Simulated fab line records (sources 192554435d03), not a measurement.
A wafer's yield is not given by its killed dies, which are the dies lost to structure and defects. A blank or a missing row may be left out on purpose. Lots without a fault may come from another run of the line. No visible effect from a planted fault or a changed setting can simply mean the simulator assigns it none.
fab line records ; flow n5Finfet
[record] lots = 4; wafers = 12; lastDay = 17
route steps=1938 shown HKMG_FIN@394 BEOL_M4@1111 PASSIVATION@1936
lots that met no fault: from a run of the same line without faults
startH: start of the lot's first displayed wafer, in hours after the record's first day ; waitH: hours elapsed since this lot's preceding step ; " the same as in the row above ; L1.1+2: several wafers, shown together as one row ; - no value, or no start given ; * or withheld: withheld ; < > ~ a bound
route shown NAME@n: NAME is a module with steps in the file, n the number in the route of the first one ; usual: average and standard deviation across the fault-free wafers ; same: alike in all rows ; chamber/n: place in a boat ; sites: per-site readings ; _std_site: the values' standard deviation ; _edge_site: mean of outer sites minus mean of inner sites ; radiusMm: how far each site lies from the wafer's centre ; mask NAME#n: copy n ; behind: the tool/chamber that last shaped the wafer ; hold: the reason the lot was held/the length of the hold in hours/how it ended ; device: the n, p or np transistor that did not switch ; end of line: the route-end tests of the same wafers ; a step given without rows: its recipe and nothing more ; killed: not the wafer's yield, but the dies lost to structure and defects at the first sort ; map: shows each die of a wafer: x if killed, . if not, _ if none is there
set.NAME: the run value of the setting; set.NAME@STEP: its run value at that earlier step ; model.NAME: the simulator's own value behind a step, which no gauge read
lots seen at some steps along the route; tables by step, rows by wafer
services: when a tool's chamber went out of use (startH, in hours from the record's first day, below 0 if earlier), for how many hours, and the reason
[[steps]]
[step N5_HKMG_FIN_SOFTBAKE_44]
[recipe] tempC = 110; timeS = 60; resist = CAR-ArF
[step N5_HKMG_FIN_EXPOSE_46]
[recipe] maskId = NDIPOLE; na = 1.35; sourceShape = conventional; sigmaOuter = 0.8; polarization = unpolarized; doseMj = 40
[step N5_HKMG_FIN_PEB_47]
[recipe] pebTempC = withheld; pebTimeS = 60; resist = CAR-ArF
[step N5_HKMG_FIN_DEVELOP_48]
[recipe] developTimeS = 30; developer = TMAH; resist = CAR-ArF; rinseLiquid = diw; dry = airSpin; devTempC = 23
[step N5_HKMG_FIN_DESCUM_53]
[recipe] chemistry = O2; timeS = 7.9; sourcePowerW = 50; biasPowerW = 20; pressureMtorr = 20; rfFrequencyHz = 2.712e+07; tempC = 40; resist = CAR-ArF; o2FlowSccm = 225
[step N5_HKMG_FIN_ETCH_54]
[recipe] chemistry = CF4; target = SiARC; targetDepthA = 455; maskMaterial = CAR-ArF; timeS = 75.8; ionEnergyEv = 80; pressureMtorr = 40; sourceW = 545; biasW = 36; Ar_flow_sccm = 100; cf4FlowSccm = 100; ends = cleared
[step N5_HKMG_FIN_ETCH_55]
[recipe] chemistry = N2/H2; target = SOC; targetDepthA = 2400; tempC = 40; timeS = 300; ionEnergyEv = 200; maskMaterial = SiARC; pressureMtorr = 30; sourceW = 840; biasW = 150; n2FlowSccm = 200; h2FlowSccm = 200
[step N5_HKMG_FIN_STRIP_56]
[recipe] chemistry = N2/H2; tempC = 40; n2FlowSccm = 200; h2FlowSccm = 200; rfFrequencyHz = 6e+07
[step N5_HKMG_FIN_STRIP_57]
[recipe] chemistry = CF4; resist = SiARC; powerW = 300; biasPowerW = 75; pressureMtorr = 50; cf4FlowSccm = 150; rfFrequencyHz = 6e+07
[step N5_HKMG_FIN_ETCH_58]
[recipe] chemistry = N2/H2; target = SOC; targetDepthA = 2158; ionEnergyEv = 50; biasW = 13; timeS = 741; pressureMtorr = 30; sourceW = 875; n2FlowSccm = 200; h2FlowSccm = 200
[usual] drypumpMotorCurrentA = 5.8/0.45; oesProductAu = 0.78/0.079; rfVppV = 99.0/0.85; runLengthS = 764.1/0.39; showerheadPlenumPTorr = 2.53/0.07; throttleValvePct = 17.75/0.28
lot.wafer;tool;chamber;startH;waitH;drypumpMotorCurrentA;oesProductAu;rfHoursCounterH;rfVppV;runLengthS;showerheadPlenumPTorr;throttleValvePct;model.HKMG_FIN.featureDepthNm;model.SOC_of_HKMG_FIN_COAT_41.thkNm;model.etch.depthNm
L410.4;rieDiel-04;0;127.66;0.0;5.7;0.84;71;98.2;764.6;2.47;18.02;220.8;78.6;220.7
L410.5;rieDiel-04;2;127.66;0.0;5.0;0.72;-;99.7;764.1;2.43;17.52;212;86.8;211.9
L410.6;rieDiel-04;1;127.66;0.0;5.6;0.68;-;96.7;560.2;2.62;17.86;156.4;142.2;156.5
L412.1;rieDiel-04;1;139.33;0.0;5.6;0.68;225;100.3;559.9;2.62;17.89;156.4;144.4;156.4
L412.2;rieDiel-04;0;139.33;0.0;5.7;0.84;75;98.4;764.6;2.47;18.03;219.8;80;219.9
L412.4;rieDiel-04;3;139.33;0.0;6.2;0.82;85;95.8;764.3;2.47;17.35;219.2;82;219.1
L415.1;rieDiel-03;3;154.31;0.0;5.2;0.69;227;99.8;764.1;2.62;18.09;212.2;88;212.3
L415.4;rieDiel-03;2;154.31;0.0;6.0;0.78;108;99.2;764.3;2.56;17.48;215;84.6;215.1
L415.6;rieDiel-03;3;154.31;0.0;5.2;0.69;-;98.1;764.2;2.62;18.08;212.8;87.4;212.9
L424.3;rieDiel-04;3;211.93;0.0;6.2;0.78;114;99.0;764.0;2.45;17.40;219;80.4;219
L424.5;rieDiel-04;3;211.93;0.0;6.2;0.78;-;98.5;763.9;2.45;17.38;219.6;80.4;219.6
L424.6;rieDiel-04;2;211.93;0.0;5.0;0.70;-;98.4;764.4;2.42;17.58;210;89;210
[step N5_HKMG_FIN_STRIP_93]
[recipe] chemistry = N2/H2; material = SOC; timeS = 20; powerW = 500; tempC = 40; pressureMtorr = 50; rfFrequencyHz = 6e+07; biasPowerW = 8; h2Frac = 0.5; n2FlowSccm = 300; h2FlowSccm = 300
[usual] drypumpMotorCurrentA = 5.8/0.45; oesProductAu = 0.78/0.077; rfVppV = 54.2/0.83; showerheadPlenumPTorr = 3.34/0.089; throttleValvePct = 18.9/0.39
lot.wafer;tool;chamber;startH;waitH;drypumpMotorCurrentA;oesProductAu;rfHoursCounterH;rfVppV;showerheadPlenumPTorr;throttleValvePct;model.SOC_of_HKMG_FIN_COAT_41.thkNm
L410.4;rieDiel-04;0;128.08;0.2;5.7;0.84;71;54.9;3.26;19.3;68.2
L410.5;rieDiel-04;2;128.08;0.2;5.0;0.72;-;54.0;3.21;18.7;77
L410.6;rieDiel-04;1;128.08;0.2;5.6;0.69;-;55.3;3.45;19.1;132
L412.1;rieDiel-04;1;139.76;0.2;5.7;0.68;226;54.4;3.45;19.2;134
L412.2;rieDiel-04;0;139.76;0.2;5.7;0.84;76;53.1;3.26;19.3;69.6
L412.4;rieDiel-04;3;139.76;0.2;6.3;0.80;85;53.0;3.26;18.3;71.6
L415.1;rieDiel-03;3;154.73;0.2;5.2;0.69;227;54.2;3.46;19.3;77.8
L415.4;rieDiel-03;2;154.73;0.2;6.0;0.77;108;55.5;3.38;18.4;74.4
L415.6;rieDiel-03;3;154.73;0.2;5.2;0.69;-;53.9;3.46;19.3;77.4
L424.3;rieDiel-04;3;212.36;0.2;6.3;0.78;114;54.5;3.25;18.3;70.2
L424.5;rieDiel-04;3;212.36;0.2;6.2;0.78;-;54.3;3.25;18.3;70
L424.6;rieDiel-04;2;212.36;0.2;5.0;0.71;-;56.1;3.20;18.7;79
[step N5_HKMG_FIN_WET_ETCH_76]
[recipe] chemistry = dNH4OH; mix = 1:50; tempC = 25; target = Al2O3; stopOn = La2O3; targetDepthNm = 2.25; dry = ipaMarangoni; rinseTimeS = 30; rinseTempC = 23
[step N5_HKMG_FIN_STRIP_60]
[recipe] chemistry = N2/H2; powerW = 2500; tempC = 300; h2Frac = 0.65; timeS = 360; pressureMtorr = withheld; n2FlowSccm = 1750; h2FlowSccm = 3250
[step N5_HKMG_FIN_WET_ETCH_77]
[recipe] chemistry = dHCl; mix = 1:10000; tempC = 25; target = La2O3; stopOn = HfO2; targetDepthNm = 2
[step N5_HKMG_FIN_WET_ETCH_78]
[recipe] chemistry = dNH4OH; mix = 1:50; tempC = 25; target = Al2O3; stopOn = La2O3; targetDepthNm = 4.5; dry = ipaMarangoni; rinseTimeS = 30; rinseTempC = 23
[step N5_HKMG_FIN_ALD_79]
[recipe] material = TiN; targetThkA = 15; tempC = 400; aldPrecursorFamily = TiCl4; aldCoReactant = NH3; pulseTimeS = 1; purgeTimeS = 3; coReactantPurgeTimeS = 2; coReactantPulseTimeS = 2; aldCycles = 68; pressureTorr = 3
[step N5_HKMG_FIN_CVD_62]
[recipe] material = a-Si; targetThkA = 30; tempC = 500; precursor = Si2H6; pressureTorr = 1; timeS = 20.8
[step N5_HKMG_FIN_RTA_80]
[recipe] tempC = withheld; timeS = 2; ambient = N2; idleTempC = 600; rampUpCPerS = 150; rampDownCPerS = 60; coolToC = 600
[step N5_HKMG_FIN_PRECLEAN_64]
[recipe] chemistry = dHF; timeS = 30; tempC = 25; dilution = withheld
[step N5_HKMG_FIN_WET_ETCH_65]
[recipe] chemistry = TMAH; tempC = 70; concWtPct = 5; target = a-Si; stopOn = TiN; timeS = 49; targetDepthNm = 3
[step N5_HKMG_FIN_WET_ETCH_81]
[recipe] chemistry = SC1; target = TiN; stopOn = HfO2; mix = 1:1:5; tempC = 60; timeS = 57; targetDepthNm = 6
[step N5_HKMG_FIN_WET_ETCH_82]
[recipe] chemistry = dHCl; mix = 1:10000; tempC = 25; target = La2O3; stopOn = HfO2; targetDepthNm = 2; dry = ipaMarangoni; rinseTimeS = 30; rinseTempC = 23
[step N5_HKMG_FIN_ALD_36]
[recipe] material = TiN; targetThkA = 10; tempC = 400; aldPrecursorFamily = TiCl4; aldCoReactant = NH3; pulseTimeS = 1; purgeTimeS = 3; coReactantPurgeTimeS = 2; coReactantPulseTimeS = 2; aldCycles = 47; pressureTorr = 3
[step N5_HKMG_FIN_PWFM_ALD_03]
[recipe] material = TiN; targetThkA = 20; tempC = 400; aldPrecursorFamily = TiCl4; aldCoReactant = NH3; pulseTimeS = 1; purgeTimeS = 3; coReactantPurgeTimeS = 2; coReactantPulseTimeS = 2; aldCycles = 91; pressureTorr = 3
[step N5_HKMG_FIN_COAT_29]
[recipe] resist = SOC; tempC = 250; timeS = 60; spinRpm = 1500; resistThkNm = 300
[step N5_HKMG_FIN_COAT_30]
[recipe] resist = SiARC; tempC = 220; timeS = 60; spinRpm = 1500; resistThkNm = 35
[step N5_HKMG_FIN_COAT_06]
[recipe] resist = CAR-ArF; spinRpm = 1500; resistThkNm = 90
[step N5_HKMG_FIN_EBR_08]
[recipe] solvent = PGMEA; ebrWidthMm = 1.5
[step N5_HKMG_FIN_SOFTBAKE_07]
[recipe] tempC = 110; timeS = 60; resist = CAR-ArF
[step N5_HKMG_FIN_EXPOSE_09]
[recipe] maskId = NWFM; na = 1.35; sourceShape = conventional; sigmaOuter = 0.8; polarization = unpolarized; doseMj = 39.25
[step N5_HKMG_FIN_PEB_10]
[recipe] pebTempC = withheld; pebTimeS = 60; resist = CAR-ArF
[step N5_HKMG_FIN_DEVELOP_11]
[recipe] developTimeS = 30; developer = TMAH; resist = CAR-ArF; devTempC = 23; rinseLiquid = diw; dry = airSpin
[step N5_HKMG_FIN_DESCUM_17]
[recipe] chemistry = O2; timeS = 7.9; sourcePowerW = 50; biasPowerW = 20; pressureMtorr = 20; rfFrequencyHz = 2.712e+07; tempC = 40; resist = CAR-ArF; o2FlowSccm = 225
[step N5_HKMG_FIN_ETCH_31]
[recipe] chemistry = CF4; target = SiARC; targetDepthA = 455; maskMaterial = CAR-ArF; timeS = 75.8; ionEnergyEv = 80; pressureMtorr = 40; sourceW = 545; biasW = 36; Ar_flow_sccm = 100; cf4FlowSccm = 100; ends = cleared
[step N5_HKMG_FIN_ETCH_32]
[recipe] chemistry = N2/H2; target = SOC; targetDepthA = 2400; tempC = 40; timeS = 300; ionEnergyEv = 200; maskMaterial = SiARC; pressureMtorr = 30; sourceW = 840; biasW = 150; n2FlowSccm = 200; h2FlowSccm = 200
[step N5_BEOL_M4_RC_MEAS_101]
[usual] DIBL_N = 35.7/1.3; DIBL_P = 36.0/1.6; IOFF_N = 0.154/0.025; IOFF_N_85C = 3.0/0.39; IOFF_N_LIN = 0.073/0.0099; IOFF_N_LONG = 5.64e-05/2.3e-06; IOFF_P = 0.21/0.034; ION_N = 675/9.7; ION_P = 465/7.4; SS_N = 71.3/0.55; SS_P = 73.1/0.52; VT_N = 250/3; VT_N_LONG = 274.6/1.9; VT_P = -249/3.6; VT_P_LVT = -98/3.3
lot.wafer;tool;chamber;startH;waitH;DIBL_N[mV/V];DIBL_P[mV/V];IOFF_N[nA/um];IOFF_N_85C[nA/um];IOFF_N_LIN[nA/um];IOFF_N_LONG[nA/um];IOFF_P[nA/um];ION_N[uA/um];ION_P[uA/um];SS_N[mV/dec];SS_P[mV/dec];VT_N[mV];VT_N_LONG[mV];VT_P[mV];VT_P_LVT[mV]
L410.4;prober-02;0;218.59;0.5;33.8;34.7;0.129;2.7;0.066;5.42e-05;0.18;673;465;71.3;72.3;252;275.1;-253;-101
L410.5;prober-02;0;218.59;0.5;35.8;36.6;0.159;3.2;0.077;5.48e-05;0.19;682;463;72.1;73.5;249;273.7;-255;-101
L410.6;prober-02;0;218.59;0.5;35.9;36.4;9.917;101.3;4.760;0.0030363;0.20;774;463;71.7;73.5;131;157.5;-254;-111
L412.1;prober-02;0;238.62;0.0;34.8;35.6;9.804;98.5;4.531;0.0032041;0.21;753;463;71.7;72.6;134;154.0;-248;-109
L412.2;prober-02;0;238.62;0.0;34.1;34.2;0.140;2.8;0.067;5.81e-05;0.19;673;465;71.7;72.9;251;271.5;-250;-100
L412.4;prober-02;0;238.62;0.0;34.5;35.0;0.143;2.9;0.068;5.78e-05;0.20;668;463;71.6;72.8;250;274.5;-250;-99
L415.1;prober-02;0;242.55;0.0;37.4;37.3;0.170;3.2;0.082;5.83e-05;0.24;679;468;71.9;73.3;246;273.0;-247;-98
L415.4;prober-02;0;242.55;0.0;36.7;36.2;0.157;3.0;0.076;5.87e-05;0.21;684;468;71.5;73.4;246;273.7;-249;-100
L415.6;prober-02;0;242.55;0.0;38.1;38.4;0.190;3.6;0.088;5.89e-05;0.25;680;469;72.3;73.3;246;273.0;-247;-97
L424.3;prober-02;0;302.69;0.3;37.6;36.8;0.171;3.3;0.080;5.76e-05;0.22;672;462;71.6;73.0;248;273.1;-248;-99
L424.5;prober-02;0;302.69;0.3;36.8;35.1;0.152;3.0;0.071;5.74e-05;0.20;670;456;71.7;73.1;249;275.3;-251;-101
L424.6;prober-02;0;302.69;0.3;37.0;35.8;0.167;3.3;0.078;5.78e-05;0.20;675;463;71.2;74.0;250;276.1;-250;-100
[step N5_PASSIVATION_PROBE_49]
[usual] defectLimitedYield = 91.6/1.4; killed_at_M0_to_M3 = 35/10; killed_at_M4_up = 13/5.3; killedAtContacts = 12/5.9; killedAtFrontEnd = 36/9.9; killedAtOther = 3.2/3; killedDies = 99/16; killedOpen = 66/12; killedShort = 32/7.7; sort_bin_4_leakage = 0/0; sort_bin_5_function = 4.9/0.91; sort_bin_6_memory = 3.2/0.65; sortNPass = 1081/16; sortYieldPct = 91.6/1.4
[same] grossDies = 1180; killedAtBackSide = 0; sort_bin_8_speed[%] = 0
lot.wafer;tool;chamber;startH;waitH;defectLimitedYield[%];killed_at_M0_to_M3;killed_at_M4_up;killedAtContacts;killedAtFrontEnd;killedAtOther;killedDies;killedOpen;killedShort;sort_bin_4_leakage[%];sort_bin_5_function[%];sort_bin_6_memory[%];sortNPass;sortYieldPct[%]
L410.4;prober-02;-;321.90;0.2;91.2;34;15;19;33;3;104;71;32;0;6.0;2.7;1076;91.2
L410.5;prober-02;-;321.95;0.2;92.4;26;11;10;43;0;90;69;19;0;4.6;2.8;1090;92.4
L410.6;prober-02;-;322.00;0.3;90.9;39;5;16;46;1;107;60;42;90.93;5.3;3.2;0;0
L412.1;prober-02;-;346.63;0.0;90.3;46;14;3;49;2;114;77;35;90.34;5.9;3.5;0;0
L412.2;prober-02;-;346.68;0.1;90.4;55;21;2;33;2;113;66;47;0;5.9;3.5;1067;90.4
L412.4;prober-02;-;346.78;0.2;89.7;62;12;4;42;1;121;75;44;0;6.0;3.8;1059;89.7
L415.1;prober-01;-;350.25;0.0;92.9;22;14;10;36;2;84;57;24;0;4.5;2.5;1096;92.9
L415.4;prober-01;-;350.40;0.2;93.5;34;14;11;16;2;77;50;25;0;3.6;2.7;1103;93.5
L415.6;prober-01;-;350.50;0.3;91.3;28;18;16;38;3;103;72;31;0;5.1;3.5;1077;91.3
L424.3;prober-01;-;409.67;0.3;91.3;43;5;6;47;2;103;63;32;0;5.3;2.6;1077;91.3
L424.5;prober-01;-;409.77;0.4;90.9;39;8;20;40;0;107;54;52;0;4.3;4.2;1073;90.9
L424.6;prober-01;-;409.82;0.4;91.4;18;13;7;57;6;101;58;37;0;4.6;3.1;1079;91.4
// killed by level:class
L410.4 MOL_CONTACT_COAG:geometricParticle:open=16 STI_FIN_REVEAL:geometricParticle:open=9 FIN_SAQP:geometricParticle:short=8 BEOL_M3:geometricParticle:open=7 FIN_SAQP:geometricParticle:open=6 BEOL_M1:geometricParticle:open=6 BEOL_M2:geometricParticle:short=6 BEOL_M2:geometricParticle:open=6
L410.5 BEOL_M2:geometricParticle:open=14 FIN_SAQP:geometricParticle:open=11 MOL_CONTACT_COAG:geometricParticle:open=10 FIN_SAQP:geometricParticle:short=9 BEOL_M3:geometricParticle:open=6 STI_FIN_REVEAL:geometricParticle:open=5 DUMMY_GATE:geometricParticle:open=3 BEOL_M1:geometricParticle:open=3
L410.6 MOL_CONTACT_COAG:geometricParticle:open=13 FIN_SAQP:geometricParticle:short=11 BEOL_M2:geometricParticle:open=9 BEOL_M0_SAQP:geometricParticle:short=7 STI_FIN_REVEAL:geometricParticle:open=6 FIN_SAQP:geometricParticle:open=5 BEOL_M1:geometricParticle:short=5 GATE_CUT:geometricParticle:open=4
L412.1 STI_FIN_REVEAL:geometricParticle:open=14 BEOL_M4:geometricParticle:open=11 BEOL_M0_SAQP:geometricParticle:short=10 BEOL_M0_SAQP:geometricParticle:open=9 BEOL_M2:geometricParticle:open=9 BEOL_M3:geometricParticle:open=8 DUMMY_GATE:geometricParticle:open=6 BEOL_M1:geometricParticle:open=6
L412.2 BEOL_M0_SAQP:geometricParticle:short=22 BEOL_M0_SAQP:geometricParticle:open=13 BEOL_M3:geometricParticle:open=7 BEOL_M4:geometricParticle:open=7 FIN_SAQP:geometricParticle:open=6 BEOL_M5:geometricParticle:open=5 GATE_CUT:geometricParticle:short=5 BEOL_M4:geometricParticle:short=5
L412.4 BEOL_M0_SAQP:geometricParticle:short=18 FIN_SAQP:geometricParticle:open=10 STI_FIN_REVEAL:geometricParticle:open=10 BEOL_M0_SAQP:geometricParticle:open=9 FIN_SAQP:geometricParticle:short=8 BEOL_M3:geometricParticle:open=8 BEOL_M1:geometricParticle:open=7 BEOL_M2:geometricParticle:open=7
L415.1 DUMMY_GATE:geometricParticle:open=10 MOL_CONTACT_COAG:geometricParticle:open=10 FIN_SAQP:geometricParticle:open=5 BEOL_M0:geometricParticle:open=5 BEOL_M4:geometricParticle:open=5 FIN_SAQP:geometricParticle:short=4 GATE_CUT:geometricParticle:short=4 BEOL_M0_SAQP:geometricParticle:short=4
L415.4 BEOL_M0_SAQP:geometricParticle:open=9 MOL_CONTACT_COAG:geometricParticle:open=8 BEOL_M2:geometricParticle:open=7 BEOL_M0:geometricParticle:open=5 GATE_CUT:geometricParticle:short=4 BEOL_M0_SAQP:geometricParticle:short=4 BEOL_M3:geometricParticle:open=4 MOL_CONTACT_COAG:geometricParticle:short=3
L415.6 MOL_CONTACT_COAG:geometricParticle:open=15 GATE_CUT:geometricParticle:short=12 GATE_CUT:geometricParticle:open=9 BEOL_M3:geometricParticle:open=7 BEOL_M1:geometricParticle:open=6 BEOL_M4:geometricParticle:open=6 FIN_SAQP:geometricParticle:short=4 STI_FIN_REVEAL:geometricParticle:open=4
L424.3 STI_FIN_REVEAL:geometricParticle:open=16 BEOL_M0_SAQP:geometricParticle:open=13 BEOL_M0_SAQP:geometricParticle:short=13 FIN_SAQP:geometricParticle:short=7 MOL_CONTACT_COAG:geometricParticle:open=6 BEOL_M2:geometricParticle:open=6 FIN_SAQP:geometricParticle:open=4 STI_FIN_REVEAL:geometricParticle:short=4
L424.5 BEOL_M0_SAQP:geometricParticle:short=19 FIN_SAQP:geometricParticle:short=15 MOL_CONTACT_COAG:geometricParticle:open=15 BEOL_M0_SAQP:geometricParticle:open=10 FIN_SAQP:geometricParticle:open=5 MOL_CONTACT_COAG:geometricParticle:short=5 BEOL_M2:geometricParticle:open=5 DUMMY_GATE:geometricParticle:open=4
L424.6 FIN_SAQP:geometricParticle:short=16 FIN_SAQP:geometricParticle:open=13 STI_FIN_REVEAL:geometricParticle:open=10 BEOL_M0_SAQP:geometricParticle:open=8 BEOL_M1:geometricParticle:open=6 GATE_CUT:geometricParticle:short=5 MOL_CONTACT_COAG:geometricParticle:open=5 BEOL_M5:geometricParticle:open=3
// map L410.6 (x killed, . not)
_________________..xx........________________
______________..........x.x....._____________
___________x....x..........x.x.....__________
__________................xx........_________
________....xx.....x.................._______
_______................................______
______..x..........x...x..........x.x..._____
_____x...................x...............____
____.....x..x.x....x............x.........___
___.............x.............x............__
___...........x.................x.x.....x..__
__..........x.....x...............x.......x._
__............x................x............_
_........x........x......xx.x................
_.x.....x....x.........x...xx.......x........
_.....................x.................x....
_............xx..............................
_..................................x.......xx
_.x......................x.......x.........x.
_.........x....xx........x......xx.x......x..
_.......................x...............x....
__...........x.................x...x........_
__.........................................._
___x.x...x.................................__
___x..xx.........x......x.x..x.......x.....__
____.x....x..................x.......x....___
_____.....................x......x..x.x..____
______.............x......x.......x....._____
_______............xx..................______
________......x.x.....x..............._______
__________x.............x..........._________
___________.x....x................x__________
______________.....x............_____________
_________________......x.....________________
// map L412.4 (x killed, . not)
_________________......x..x..________________
______________.................._____________
___________.......x..x..x..x.......__________
__________.........................._________
________...........................xx._______
_______...........x.............x......______
______.........x.......x....x..........._____
_____...............xx...................____
____x...................x........x........___
___..........x........x.............x......__
___..xx..x.......x.....................xx..__
__...x........x...x..x..xx.................._
__............x....x.....x.....x..........x._
_x........x.x.........x........x.............
_.........x...........x................x.....
_...x.........................x.x............
_x..........................x.....x.......x..
_....x.........xx........x...x...x..x........
_.x.x.................xx...........x..x...x..
_...........x...............xx..x..........x.
_.......x...............x........x...........
__.x.x..........xx.....x...................._
__..x........................x....x.x......._
___.....x....x................x........x...__
___....x............x......................__
____....x...x............x.....x.........x___
_____...xx.x........................x....____
______.x...........x...x..x.....x......._____
_______x.x..x........xx.x....x......x..______
________.............................x_______
__________x......x.x.x.xx..........._________
___________..............x.........__________
______________................x._____________
_________________............________________
[[services]]
tool;chamber;startH;hours;kind
rieDiel-03;-;109.52;28.1;pm
rieDiel-03;2;156.59;4.1;repair
rieDiel-04;1;204.31;-;clean
rieDiel-04;1;204.31;-;consumableReplace:focusRing
rieDiel-04;1;204.31;27.6;scheduledDown
rieDiel-04;1;204.31;27.6;ventCycle
[[key]]
[firstSign] step = N5_HKMG_FIN_ETCH_58; reading = runLengthS; direction = down; sigmas = 99+; usual = *; struck = *
[effect] step = N5_BEOL_M4_RC_MEAS_101; reading = IOFF_N_LONG; direction = up; sigmas = 99+; usual = 5.64e-05; struck = 0.0031202
[effect] step = N5_BEOL_M4_RC_MEAS_101; reading = IOFF_N_LIN; direction = up; sigmas = 99+; usual = 0.073; struck = 4.645
[effect] step = N5_BEOL_M4_RC_MEAS_101; reading = IOFF_N; direction = up; sigmas = 99+; usual = 0.154; struck = 9.860
[effect] step = N5_BEOL_M4_RC_MEAS_101; reading = IOFF_N_85C; direction = up; sigmas = 99+; usual = 3.0; struck = 99.9
[effect] step = N5_BEOL_M4_RC_MEAS_101; reading = VT_N_LONG; direction = down; sigmas = 63; usual = 274.6; struck = 155.7
[effect] step = N5_BEOL_M4_RC_MEAS_101; reading = VT_N; direction = down; sigmas = 39; usual = 250; struck = 132
[effect] step = N5_BEOL_M4_RC_MEAS_101; reading = ION_N; direction = up; sigmas = 9.1; usual = 675; struck = 764
[effect] step = N5_BEOL_M4_RC_MEAS_101; reading = VT_P_LVT; direction = down; sigmas = 3.5; usual = -98; struck = -110
[effect] step = N5_PASSIVATION_PROBE_49; reading = sort_bin_4_leakage; direction = up; sigmas = 99+; usual = 0; struck = 90.64
[modelEffect] step = N5_HKMG_FIN_ETCH_58; value = HKMG_FIN.featureDepthNm; without = 215.9; struck = 156.4
[modelEffect] step = N5_HKMG_FIN_STRIP_93; value = SOC_of_HKMG_FIN_COAT_41.thkNm; without = 73.6; struck = 133
metAt N5_HKMG_FIN_ETCH_58
struckWafers L410.6,L412.1
[fault] kind = processParameterDrift; tool = rieDiel-04; chamber = 1; onsetH = 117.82; steps = N5_HKMG_FIN_ETCH_58; channel = timeS; offset = *; shape = step; endH = 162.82; actsIn = *; stated = *
